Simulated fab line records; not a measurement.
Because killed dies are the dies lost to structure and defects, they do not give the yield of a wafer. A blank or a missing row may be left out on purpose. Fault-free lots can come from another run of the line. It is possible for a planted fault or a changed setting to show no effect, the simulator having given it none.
Chamber matching    flow nand-harc    4 sister chambers for NHARC_P_M1_ETCH_35 on rie-diel-01
The step etches the open film in N2/H2, target depth 40 nm, overetch 12 nm, time 43.94 s. 20 wafers are shown with their chamber, then 10 later ones without.

WAFERS PAIRED WITH THEIR CHAMBERS
wafer   chamber  drypump-motor-current-A (A)  rf-vpp-V (V)  oes-product-au (a.u.)
L080.2  2        6.6                          430           1.001
L080.5  1        5.1                          433           1.000
L080.6  0        6.1                          428           0.990
L081.2  2        6.6                          429           1.009
L081.3  0        6.1                          427           0.994
L081.4  3        6.0                          433           1.019
L081.1  1        5.1                          432           1.006
L081.5  0        6.1                          427           0.990
L081.6  3        6.0                          433           1.015
L083.4  2        6.5                          428           0.992
L083.5  0        6.1                          427           0.996
L083.6  1        5.1                          434           1.003
L086.2  0        6.1                          428           0.998
L086.5  1        5.1                          435           1.002
L086.6  2        6.5                          429           1.000
L087.1  1        5.1                          433           1.008
L087.4  2        6.6                          427           0.995
L087.6  2        6.6                          429           1.008
L087.2  3        6.0                          432           1.007
L087.3  0        6.1                          427           1.008

SIGNATURES (averages over the wafers above)
reading                  chamber 0  chamber 1  chamber 2  chamber 3  scatter within a chamber
drypump-motor-current-A  6.100      5.100      6.567      6.000      0.0289
rf-vpp-V                 427.33     433.40     428.67     432.67     0.885
oes-product-au           0.99600    1.00380    1.00083    1.01367    0.00597
Rule: for each reading, subtract the chamber's mean from the wafer's reading, divide by that reading's scatter and square the result; add these up over the readings and take the root, which gives the wafer's distance from the chamber. The wafer belongs to the nearest chamber; if the next one is less than 2 further off, it can't be placed. How the scatter is found: for the shown wafers, subtract from each reading the mean of its chamber, square and add these, divide the total by (wafers less chambers), then take the root.

WAFERS MISSING THEIR CHAMBER
wafer   drypump-motor-current-A (A)  rf-vpp-V (V)  oes-product-au (a.u.)
L087.5  6.0                          434           1.009
L088.3  6.1                          427           0.993
L088.4  5.1                          434           1.001
L088.5  5.1                          433           0.999
L088.1  6.0                          432           1.003
L088.2  6.5                          429           0.988
L088.6  6.1                          426           0.995
L095.1  6.1                          426           1.003
L095.5  6.0                          427           1.003
L095.6  5.1                          433           1.011

WHICH CHAMBER EACH ONE RAN IN
wafer   from the rows above  in truth
L087.5  3                    3
L088.3  0                    0
L088.4  1                    1
L088.5  1                    1
L088.1  3                    3
L088.2  2                    2
L088.6  0                    0
L095.1  0                    0
L095.5  0                    0
L095.6  1                    1
Placed correctly: 10 of 10. Number that these rows cannot place: 0. Wrongly placed: 0.
